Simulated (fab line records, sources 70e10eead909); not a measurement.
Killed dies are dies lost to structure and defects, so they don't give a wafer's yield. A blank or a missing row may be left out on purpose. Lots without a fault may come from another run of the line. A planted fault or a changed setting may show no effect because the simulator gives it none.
A struck lot beside a sound one | flow nand_harc | 13 steps out of a route of 1302
Sound: wafers L205.3, L205.4, L205.5. Struck: wafers L214.3, L214.4, L214.6. The cause comes at the end.
At each step with rows: each side's tool, then ch and its chambers, then its first start. Under that, the readings that differ: sound wafers | struck wafers | difference of the means | sigmas: that difference in standard deviations of wafers without a fault.
alike: readings whose means differ by less than 2 such deviations, and words and numbers that are the same on both sides. not compared: withheld readings, readings that some wafer has no value for, bounds like >300 that may hide the same value, and numbers for which the record gives no deviation and whose values overlap.
The two part at a step that has a row with sigmas, a row that says differs or no value, or rows on one side only. Numbers that don't overlap but have no deviation are shown without sigmas and don't part them. A reading that every wafer of one side lacks parts them only if that side has two wafers or more.

NHARC_A_STAIRCASE_CMP_472: polishes SiO2.
  sound on cmp-02 ch 1,2,3, day 19 13:36; struck on cmp-02 ch 0,2, day 23 06:29
  alike: motor_current_A
then, 1 step without rows for these wafers: NHARC_A_STAIRCASE_SRD_474.
NHARC_A_STAIRCASE_INSPECT_155:
  sound on defect_inspect-01, day 19 13:56; struck on defect_inspect-01, day 23 06:48
  alike: raw_defect_count
NHARC_A_SGD_CUT_DEP_00: deposits SiNx, target thk 50 nm.
  sound on pecvd-03 ch 1,2, day 19 14:00; struck on pecvd-02 ch 0,1, day 23 06:52
  alike: heater_power_w
then, 7 steps without rows for these wafers: NHARC_A_SGD_CUT_DEHYDRATE_01 (time 120 s); NHARC_A_SGD_CUT_HMDS_02 (time 30 s); NHARC_A_SGD_CUT_COAT_56 (time 75 s); NHARC_A_SGD_CUT_COAT_57 (time 65 s); NHARC_A_SGD_CUT_COAT_03 (resist thk 90 nm); NHARC_A_SGD_CUT_SOFTBAKE_04 (time 55 s); NHARC_A_SGD_CUT_EBR_05.
NHARC_A_SGD_CUT_EXPOSE_06: exposes mask SGD.
  sound on arfi_scanner-01 ch 0, day 19 14:28; struck on arfi_scanner-02, day 23 07:27
  no value came back on the struck wafers for exposure_dose_mJ_cm2, focus_offset_nm (nm), reticle_temp_C (C); on the sound wafers exposure_dose_mJ_cm2 reads 85.40 85.58 85.56
  alike: mask
then, 1 step without rows for these wafers: NHARC_A_SGD_CUT_PEB_07 (peb time 65 s).

WHERE THEY PART
Only at NHARC_A_SGD_CUT_EXPOSE_06, within this record.

WHY: what the simulator had put in
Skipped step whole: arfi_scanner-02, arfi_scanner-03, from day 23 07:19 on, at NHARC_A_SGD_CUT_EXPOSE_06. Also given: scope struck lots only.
